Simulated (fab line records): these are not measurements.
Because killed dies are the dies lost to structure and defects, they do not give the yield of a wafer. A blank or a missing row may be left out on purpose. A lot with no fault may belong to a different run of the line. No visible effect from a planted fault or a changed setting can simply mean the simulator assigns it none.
Chamber matching || flow nand harc || 3 sister chambers for NHARC_A_M1_PRE_CLEAN_32 on pecvd-04
The step time 12 s. 3 wafers are shown with their chamber, then 10 later ones without.

WAFERS, EACH WITH ITS CHAMBER
{"wafer": "L084.1", "chamber": 1, "heater power w (W)": 705}
{"wafer": "L084.2", "chamber": 0, "heater power w (W)": 617}
{"wafer": "L087.4", "chamber": 2, "heater power w (W)": 611}

WAFERS WITH NO CHAMBER GIVEN
{"wafer": "L087.5", "heater power w (W)": 783}
{"wafer": "L090.2", "heater power w (W)": 614}
{"wafer": "L090.3", "heater power w (W)": 781}
{"wafer": "L090.4", "heater power w (W)": 614}
{"wafer": "L092.1", "heater power w (W)": 662}
{"wafer": "L092.3", "heater power w (W)": 688}
{"wafer": "L092.5", "heater power w (W)": 607}
{"wafer": "L095.2", "heater power w (W)": 594}
{"wafer": "L095.4", "heater power w (W)": 576}
{"wafer": "L095.5", "heater power w (W)": 725}

EACH ONE'S CHAMBER
{"wafer": "L087.5", "from the rows above": 1, "in truth": 1}
{"wafer": "L090.2", "from the rows above": "can't be placed: 0 or 2", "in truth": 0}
{"wafer": "L090.3", "from the rows above": 1, "in truth": 1}
{"wafer": "L090.4", "from the rows above": "can't be placed: 0 or 2", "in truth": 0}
{"wafer": "L092.1", "from the rows above": "can't be placed: 1 or 0 or 2", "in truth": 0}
{"wafer": "L092.3", "from the rows above": "can't be placed: 1 or 0 or 2", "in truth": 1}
{"wafer": "L092.5", "from the rows above": "can't be placed: 2 or 0", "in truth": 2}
{"wafer": "L095.2", "from the rows above": "can't be placed: 2 or 0", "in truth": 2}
{"wafer": "L095.4", "from the rows above": "can't be placed: 2 or 0", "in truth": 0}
{"wafer": "L095.5", "from the rows above": 1, "in truth": 1}
Correctly placed: 3 of 10. These rows do not allow placing 7 (true chamber among the candidates in 7). Placed wrongly: 0.
How it was worked out, from the rows above alone: a wafer's distance from a chamber is the root of the sum, over the readings, of the square of ((its reading less the chamber's mean) divided by the reading's scatter). The wafer belongs to the nearest chamber; if the next one is less than 2 further off, it can't be placed. Each chamber's mean is taken over the wafers shown for it. The scatter: with one shown wafer a chamber, the root of the mean of the squares of how far each hidden wafer lies from its nearest shown one.
